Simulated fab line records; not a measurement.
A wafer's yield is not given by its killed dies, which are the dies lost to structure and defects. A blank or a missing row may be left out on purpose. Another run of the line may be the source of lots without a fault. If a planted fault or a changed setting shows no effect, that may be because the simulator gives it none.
Struck lot and sound lot, side by side + flow n5-finfet + 16 out of 1938 route steps
Sound: the wafers L590.2, L590.6. Wafers struck: L597.2, L597.4, L597.6. At the end, the cause is stated.
At each step with rows: each side's tool, then ch and its chambers, then its first start. Under that, the readings that differ: sound wafers + struck wafers + difference of the means + sigmas: that difference in standard deviations of wafers without a fault.
alike: a reading whose means differ by less than 2 such deviations, as well as words and numbers matching on both sides. not compared: withheld readings; readings where some wafer has no value; bounds like >300 that might hide an equal value; numbers whose values overlap and for which the record gives no deviation.
The two part at a step that has a row with sigmas, a row that says differs or no value, or rows on one side only. Non-overlapping numbers with no deviation appear without sigmas and do not part them. Lack of a reading on every wafer of one side parts them only where that side has two or more wafers.

first, 3 steps without rows for these wafers: N5_BEOL_M0_SAQP_EXPOSE_37 (exposes mask M0 CUT1, target cd 30 nm); N5_BEOL_M0_SAQP_PEB_38 (peb time 60 s); N5_BEOL_M0_SAQP_DEVELOP_39 (develop time 30 s).
N5_BEOL_M0_SAQP_CD_MEAS_40 targets a cd of 30 nm.
  sound on cd-sem-02 ch 0, day 7 18:07; struck on cd-sem-02 ch 0, day 9 14:01
  alike: cd-nm
N5_BEOL_M0_SAQP_OVL_MEAS_41:
  sound on overlay-02 ch 0, day 7 18:08; struck on overlay-01 ch 0, day 9 14:03
  alike: M0_CUT1_OVL
N5_BEOL_M0_SAQP_INSPECT_42: inspects for defects (brightfield).
  sound on defect-inspect-02, day 7 18:12; struck on defect-inspect-01, day 9 14:06
  alike: raw-defect-count
N5_BEOL_M0_SAQP_DESCUM_45: chemistry O2, time 7 s.
  sound on rie-diel-03 ch 1,2, day 7 18:16; struck on rie-diel-03 ch 1,2, day 9 14:08
  alike: drypump-motor-current-A, oes-product-au, rf-vpp-V, showerhead-plenum-p-Torr, throttle-valve-pct
  not compared: rf-hours-counter-h
N5_BEOL_M0_SAQP_ETCH_88: etches underlayer in N2/H2, target depth 6.5 nm, time 5.2 s.
  sound on rie-diel-03 ch 1,2, day 7 18:18; struck on rie-diel-03 ch 1,2, day 9 14:10
  alike: drypump-motor-current-A, etch-rf-on-time-s, oes-product-au, rf-vpp-V, showerhead-plenum-p-Torr, throttle-valve-pct
  not compared: rf-hours-counter-h
N5_BEOL_M0_SAQP_ETCH_73: etches SiARC in CF4, target depth 19.5 nm, time 32.5 s.
  sound on rie-diel-03 ch 1,2, day 7 18:19; struck on rie-diel-03 ch 1,2, day 9 14:11
  alike: drypump-motor-current-A, etch-rf-on-time-s, oes-product-au, rf-vpp-V, showerhead-plenum-p-Torr, throttle-valve-pct
  not compared: rf-hours-counter-h
N5_BEOL_M0_SAQP_CUT_ETCH_46: etches SOC in N2/H2, target depth 135 nm, overetch 27 nm, time 202.5 s.
  sound on rie-diel-03 ch 1,2, day 7 18:21; struck on rie-diel-03 ch 1,2, day 9 14:13
  alike: drypump-motor-current-A, rf-vpp-V, showerhead-plenum-p-Torr, throttle-valve-pct
  not compared: rf-hours-counter-h
then, 2 steps without rows for these wafers: N5_BEOL_M0_SAQP_STRIP_74 (strips in N2/H2); N5_BEOL_M0_SAQP_STRIP_89 (strips in N2/H2).
N5_BEOL_M0_SAQP_ALD_48: deposits SiO2, target thk 20 nm, pulse time 1 s, co reactant pulse time 1 s.
  sound on ald-sin-01 ch 1, day 7 18:33; struck on ald-sin-01 ch 0,1,2, day 9 14:25
  no value came back on the struck wafers for any of 5 readings (ald-cycles, chamber-pressure-Torr (Torr) and others); on the sound wafers ald-cycles reads 139 139
N5_BEOL_M0_SAQP_ETCH_49: etches SiO2 in CF4/O2, target depth 37 nm.
  sound on rie-diel-06 ch 0,3, day 7 19:05; struck on rie-diel-06 ch 0,2,3, day 9 15:03
  alike: drypump-motor-current-A, oes-product-au, rf-vpp-V, showerhead-plenum-p-Torr, throttle-valve-pct
  not compared: rf-hours-counter-h
N5_BEOL_M4_RC_MEAS_101:
  the record has rows for the sound wafers here (prober-01 ch 0, day 10 02:35) and none for the struck ones
-- a jump in the record: the struck wafers' starts before and after are 7 days apart (it breaks off in module BEOL_M4 and resumes in module PASSIVATION, where the first step shown is number 1936 of the route) --
N5_PASSIVATION_PROBE_49:
  only the struck wafers here have rows in the record (prober-02, day 16 03:18); the sound ones have none

== WHERE THEY PART ==
First at N5_BEOL_M0_SAQP_ALD_48; last, within this record, at N5_PASSIVATION_PROBE_49.

WHY: whatever the simulator had introduced
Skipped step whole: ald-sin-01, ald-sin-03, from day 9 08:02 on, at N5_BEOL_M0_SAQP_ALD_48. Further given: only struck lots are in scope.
